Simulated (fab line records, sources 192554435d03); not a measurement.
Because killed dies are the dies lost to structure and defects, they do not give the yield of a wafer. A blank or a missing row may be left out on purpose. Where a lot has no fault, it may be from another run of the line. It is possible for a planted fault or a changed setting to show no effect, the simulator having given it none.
A struck lot beside a sound one :: flow n5 finfet :: 14 out of 1938 route steps
Sound: the wafers L934.3, L934.5, L934.6. Struck: wafers L947.2, L947.5, L947.6. The cause comes at the end.
Each step with rows lists, per side, the tool, then ch with its chambers, then its first start. Under that, the readings that differ: sound wafers :: struck wafers :: difference of the means :: sigmas: that difference in standard deviations of wafers without a fault.
alike: readings whose means differ by less than 2 such deviations, and words and numbers that are the same on both sides. not compared: withheld readings, readings that some wafer has no value for, bounds like >300 that may hide the same value, and numbers for which the record gives no deviation and whose values overlap.
The two part at a step that has a row with sigmas, a row that says differs or no value, or rows on one side only. Numbers that have no deviation but don't overlap get no sigmas and don't part them. A reading that every wafer of one side lacks parts them only if that side has two wafers or more.

first, 1 step without rows for these wafers: N5_BEOL_M9_ANNEAL_51 (time 90 s).
N5_BEOL_M9_CMP_52: polishes, stops on SiCOH lowk, t overpolish 7 s, target thk 140 nm.
  sound on cmp-04 ch 1,2,3, day 10 10:36; struck on cmp-04 ch 0,1,2, day 13 01:08
  alike: barrier field endpoint s, clearing platen down force psi, motor current A, overpolish run s, slurry filter dp kPa, slurry flow ml min, time to endpoint s
N5_BEOL_M9_THK_MEAS_53: measures by xrf.
  sound on film metro-01, day 10 10:47; struck on film metro-01, day 13 01:19
  alike: M9_THK
then, 1 step without rows for these wafers: N5_BEOL_M9_PRE_CLEAN_55 (time 15 s).
N5_BEOL_M9_DEP_56: deposits SiCN from 3MS/NH3, target thk 15 nm, time 26.5 s.
  sound on pecvd-01 ch 0,1, day 10 10:50; struck on pecvd-02 ch 0,1,2, day 13 01:22
  alike: chamber pressure Torr, showerhead plenum p Torr, throttle valve pct
N5_BEOL_M9_RS_MEAS_57: measures by four-point-probe.
  sound on film metro-01, day 10 10:55; struck on film metro-02, day 13 01:27
  alike: M9_RS
N5_BEOL_M9_INSPECT_58: inspects for defects (darkfield).
  sound on defect inspect-01, day 10 10:56; struck on defect inspect-02, day 13 01:28
  alike: raw defect count
N5_BEOL_M10_ILD_DEP_00: deposits SiCOH lowk from DEMS/porogen, target thk 308.51 nm, time 58 s.
  sound on pecvd-04 ch 0,1, day 10 10:59; struck on pecvd-01 ch 0,2, day 13 01:31
  alike: chamber pressure Torr, heater power w, showerhead plenum p Torr, susceptor temp C, throttle valve pct
N5_BEOL_M10_CURE_71: cures SiCOH lowk, time 240 s.
  sound on uv cure-03 ch 1, day 10 11:13; struck on uv cure-02 ch 0, day 13 01:45
  alike: lamp power pct, wafer_temp_C_max
N5_BEOL_M10_THK_MEAS_01:
  sound on film metro-02, day 10 11:34; struck on film metro-02, day 13 02:35
  alike: M10_ILD_THK
N5_BEOL_M10_PECVD_70: deposits SiO2 from TEOS/O2, target thk 20 nm, time 22.7 s.
  sound on pecvd-02 ch 0,1, day 10 11:37; struck on pecvd-04 ch 0,1, day 13 02:37
  alike: chamber pressure Torr, heater power w, showerhead plenum p Torr, susceptor temp C, throttle valve pct
then, 1 step without rows for these wafers: N5_BEOL_M10_HM_DEP_02 (deposits TiN, target thk 20 nm).
N5_BEOL_M10_COAT_59: time 60 s, resist thk 100 nm.
  sound on litho track-03 ch 0, day 10 13:13; struck on litho track-03 ch 0, day 13 03:11
reading: heater power total W (W)
sound: 499.3 500.0 501.8
struck: 472.0 473.9 474.7
difference: -26.8
sigmas: -15

reading: plate temp C (C)
sound: 250.14 250.04 250.40
struck: 238.50 238.63 238.46
difference: -11.66
sigmas: -78
then, 1 step without rows for these wafers: N5_BEOL_M10_COAT_60 (time 60 s, resist thk 30 nm).

WHERE THEY PART
At N5_BEOL_M10_COAT_59 and nowhere else, as far as this record goes.

WHY: what the simulator had put in
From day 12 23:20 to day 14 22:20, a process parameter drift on litho track-03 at N5_BEOL_M10_COAT_59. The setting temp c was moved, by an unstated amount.
